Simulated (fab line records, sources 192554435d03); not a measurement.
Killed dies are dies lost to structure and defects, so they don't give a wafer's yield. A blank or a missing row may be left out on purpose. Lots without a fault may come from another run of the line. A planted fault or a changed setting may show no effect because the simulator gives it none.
Chamber matching || flow n5Finfet || 4 sister chambers for N5_BEOL_M5_VIA_ETCH_34 on rieDiel-02
The step etches SiCOH lowk in C4F6/O2, target depth 88.3 nm, time 39.2 s. 8 wafers are shown with their chamber, then 7 later ones without.

EACH WAFER AND ITS CHAMBER
{"wafer": "L078.3", "chamber": 0, "drypumpMotorCurrentA (A)": 5.0, "throttleValvePct (%)": 20.87}
{"wafer": "L079.4", "chamber": 3, "drypumpMotorCurrentA (A)": 6.5, "throttleValvePct (%)": 20.99}
{"wafer": "L084.3", "chamber": 2, "drypumpMotorCurrentA (A)": 6.8, "throttleValvePct (%)": 21.19}
{"wafer": "L084.4", "chamber": 0, "drypumpMotorCurrentA (A)": 5.1, "throttleValvePct (%)": 20.45}
{"wafer": "L087.3", "chamber": 2, "drypumpMotorCurrentA (A)": 6.8, "throttleValvePct (%)": 21.20}
{"wafer": "L087.6", "chamber": 1, "drypumpMotorCurrentA (A)": 6.2, "throttleValvePct (%)": 20.90}
{"wafer": "L088.2", "chamber": 3, "drypumpMotorCurrentA (A)": 6.5, "throttleValvePct (%)": 21.02}
{"wafer": "L088.3", "chamber": 1, "drypumpMotorCurrentA (A)": 6.2, "throttleValvePct (%)": 20.92}

WAFERS MISSING THEIR CHAMBER
{"wafer": "L088.5", "drypumpMotorCurrentA (A)": 6.5, "throttleValvePct (%)": 21.01}
{"wafer": "L089.1", "drypumpMotorCurrentA (A)": 6.2, "throttleValvePct (%)": 20.93}
{"wafer": "L089.2", "drypumpMotorCurrentA (A)": 6.5, "throttleValvePct (%)": 21.04}
{"wafer": "L089.4", "drypumpMotorCurrentA (A)": 6.7, "throttleValvePct (%)": 21.20}
{"wafer": "L095.1", "drypumpMotorCurrentA (A)": 6.2, "throttleValvePct (%)": 20.95}
{"wafer": "L095.3", "drypumpMotorCurrentA (A)": 5.0, "throttleValvePct (%)": 20.49}
{"wafer": "L095.4", "drypumpMotorCurrentA (A)": 6.5, "throttleValvePct (%)": 21.05}

CHAMBER TAKEN BY EACH
{"wafer": "L088.5", "from the rows above": 3, "in truth": 3}
{"wafer": "L089.1", "from the rows above": 1, "in truth": 1}
{"wafer": "L089.2", "from the rows above": 3, "in truth": 3}
{"wafer": "L089.4", "from the rows above": 2, "in truth": 2}
{"wafer": "L095.1", "from the rows above": 1, "in truth": 1}
{"wafer": "L095.3", "from the rows above": 0, "in truth": 0}
{"wafer": "L095.4", "from the rows above": 3, "in truth": 3}
Correctly placed: 7 of 7. Left unplaced by these rows: 0. Placed wrongly: 0.
How it was worked out, from the rows above alone: a wafer's distance from a chamber is the root of the sum, over the readings, of the square of ((its reading less the chamber's mean) divided by the reading's scatter). The wafer belongs to the nearest chamber; if the next one is less than 2 further off, it can't be placed. The mean given for a chamber averages the wafers shown for that chamber. How the scatter is found: for the shown wafers, subtract from each reading the mean of its chamber, square and add these, divide the total by (wafers less chambers), then take the root.
